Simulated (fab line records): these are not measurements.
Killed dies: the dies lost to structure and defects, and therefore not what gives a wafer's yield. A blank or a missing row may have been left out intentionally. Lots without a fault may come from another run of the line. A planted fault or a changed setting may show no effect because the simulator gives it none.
Comparing a struck lot with a sound one || flow n5_finfet || 16 steps out of a route of 1938
Sound: wafers L378.3, L378.4, L378.6. Struck: wafers L389.1, L389.2, L389.4. The cause is given at the end.
Per side, at each step with rows, come the tool, then ch with its chambers, and then its first start. Under that, the readings that differ: sound wafers || struck wafers || difference of the means || sigmas: that difference in standard deviations of wafers without a fault.
alike: readings with means less than 2 such deviations apart, plus words and numbers identical on both sides. not compared: withheld readings, readings lacking a value on some wafer, bounds such as >300 that could conceal the same value, and numbers that have no deviation in the record and whose values overlap.
Wherever a step has rows on one side only, a row that says differs or no value, or a row with sigmas, the two part there. Numbers that have no deviation but don't overlap get no sigmas and don't part them. A reading missing from all wafers of one side parts the sides only when that side holds two or more wafers.

first, 2 steps without rows for these wafers: N5_BEOL_M3_STRIP_65 (strips in N2/H2); N5_BEOL_M3_STRIP_75 (strips in N2/H2).
N5_BEOL_M3_STRIP_66: strips in CF4.
  sound on rie_diel-05 ch 0,3, day 8 06:53; struck on rie_diel-01 ch 0,1,3, day 11 07:39
  alike: cf4_flow_sccm, drypump_motor_current_A, oes_product_au, rf_vpp_V, showerhead_plenum_p_Torr, throttle_valve_pct
  not compared: rf_hours_counter_h
N5_BEOL_M3_HM_OPEN_17: chemistry Cl2/BCl3, target TiN, target depth 20 nm, overetch 6 nm.
  sound on rie_metal-01 ch 0,1, day 8 06:57; struck on rie_metal-03 ch 0,1, day 11 07:53
  alike: drypump_motor_current_A, oes_ar_750_au, oes_product_au, throttle_valve_pct
  not compared: rf_hours_counter_h
N5_BEOL_M3_STRIP_19: strips in O2.
  sound on rie_diel-01 ch 0,1,2, day 8 07:05; struck on rie_diel-06 ch 1,3, day 11 08:03
  alike: drypump_motor_current_A, oes_product_au, rf_vpp_V, showerhead_plenum_p_Torr, throttle_valve_pct
  not compared: rf_hours_counter_h
N5_BEOL_M3_CD_MEAS_18: pitch 36 nm, target cd 18 nm.
  sound: cd_sem-02 at day 8 07:10; struck: cd_sem-02 at day 11 08:07
  alike: cd_nm
then, 6 steps without rows for these wafers: N5_BEOL_M3_COAT_67 (time 60 s, resist thk 60 nm); N5_BEOL_M3_COAT_68 (time 60 s, resist thk 12 nm); N5_BEOL_M3_COAT_76 (time 60 s, resist thk 5 nm); N5_BEOL_M3_COAT_22 (resist thk 30 nm); N5_BEOL_M3_EBR_24; N5_BEOL_M3_SOFTBAKE_23 (time 60 s).
N5_BEOL_M3_EXPOSE_25: exposes mask V2, defocus 5 nm.
  sound on euv_scanner-02 ch 0, day 8 07:29; struck on euv_scanner-02 ch 0, day 11 08:25
{"reading": "exposure_dose_mJ_cm2", "sound": "63.02 63.06 63.09", "struck": "64.63 64.58 64.49", "difference": "+1.51", "sigmas": "+20"}
  alike: mask
then, 1 step without rows for these wafers: N5_BEOL_M3_PEB_26 (peb time 60 s).
N5_BEOL_M4_RC_MEAS_101:
  sound on prober-02 ch 0, day 9 03:25; struck on prober-02 ch 0, day 12 05:37
  alike: DIBL_N, DIBL_P, IOFF_N, IOFF_P, ION_N, ION_P, SS_N, SS_P, VT_N, VT_P
then, 1 step without rows for these wafers: N5_PASSIVATION_PROBE_49.

## WHERE THEY PART
N5_BEOL_M3_EXPOSE_25 only, going by this record. Later steps at which nothing parts them and some readings are alike: N5_BEOL_M4_RC_MEAS_101.

WHY: the cause the simulator had injected
Process parameters drifting: euv_scanner-02 at N5_BEOL_M3_EXPOSE_25, beginning at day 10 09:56. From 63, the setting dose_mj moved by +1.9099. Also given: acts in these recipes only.
